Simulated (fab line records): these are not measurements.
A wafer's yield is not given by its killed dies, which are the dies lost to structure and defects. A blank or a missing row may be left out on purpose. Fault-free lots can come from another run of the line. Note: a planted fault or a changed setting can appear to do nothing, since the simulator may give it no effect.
Problem report in the 8D (eight disciplines) form, filled by code / flow nand_harc / the parts of the form that need people (team, actions taken, sign-off) are left out

1. WHAT WENT WRONG
Wafers without a fault read 0.998 a.u., standard deviation 0.0089; oes_product_au at NHARC_A_WL_FILL_ETCHBACK_26 reads a mean of 0.902 a.u. on 3 wafers belonging to 2 lots. Measured from the usual mean, that is -11 standard deviations.
The step: etches the open film in HBr, target depth 52 nm, time 13.3 s.
Earliest sighting: wafer L298.5 on rie_si-02 at day 28 10:40. Wafers with a number at this step in the record: 39, from 13 lots. Rule for "out", or "out of limits": more than 4 standard deviations from the usual mean. Any other wafer with a number is counted as sound.

2. WHAT IT IS; WHAT IT IS NOT
question=which readings at this step | is=oes_product_au | is not=drypump_motor_current_A, throttle_valve_pct
question=which lots | is=L298, L301 | is not=L282, L283, L284, L285, L286, L287, L290, L291, L292, L294, L300
question=which wafers of those lots | is=L298.5, L301.2, L301.5 | is not=L298.1, L298.3, L301.4
question=read on which tools | is=rie_si-02 | is not=rie_si-03, rie_si-06
question=when | is=from day 28 10:40 | is not=up to then (32 sound wafers); but 4 sound wafers of L300, L301 came after

3. SUSPECTS, AND WHAT RULES EACH OUT
Counting: if a tool at a process step up to the reading ran every lot that is out, it stays a suspect. Sound lots after the first of them don't rule it out here, since some wafers of a struck lot are sound.
- rie_si-02 at NHARC_A_WL_FILL_ETCHBACK_26 (etches the open film in HBr, target depth 52 nm, time 13.3 s): kept. It processed each lot that is out (first: L298, day 28 10:40); up to then, its last sound lot is L294 (day 26 11:28). Out on those wafers are its own readings of oes_product_au.
Remaining after the count: rie_si-02 at NHARC_A_WL_FILL_ETCHBACK_26.

4. THE CAUSE (what the simulator had put in)
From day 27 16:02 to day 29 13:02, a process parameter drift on rie_si-02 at NHARC_A_WL_FILL_ETCHBACK_26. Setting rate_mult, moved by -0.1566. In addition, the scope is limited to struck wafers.
After counting, this tool was the only one left.

5. THE CHAIN OF EFFECTS, in route order
Each row: a reading where the mean over the struck wafers with a number is more than 3 standard deviations away from the usual. Only readings whose record carries a usual standard deviation are examined. hours: median over the lots of the time between each lot's start at the first step of this table that gives one and its start at this step. sigmas: the change, counted in usual standard deviations.
hours=0; step=NHARC_A_WL_FILL_ETCHBACK_26; reading=oes_product_au; usual=0.998 a.u.; on struck wafers=0.902; change=-0.096; sigmas=-11
Its process steps:
- NHARC_A_WL_FILL_ETCHBACK_26: etches the open film in HBr, target depth 52 nm, time 13.3 s.
At these later measuring or inspecting steps, every struck wafer for which the step has a row has a number for every such reading, and none has moved that far: NHARC_END_SORT_01.

6. WHAT WOULD HAVE CAUGHT IT SOONER
In this record no reading fell out of limits until day 28 10:40, 19 hours after the fault had begun at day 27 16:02.
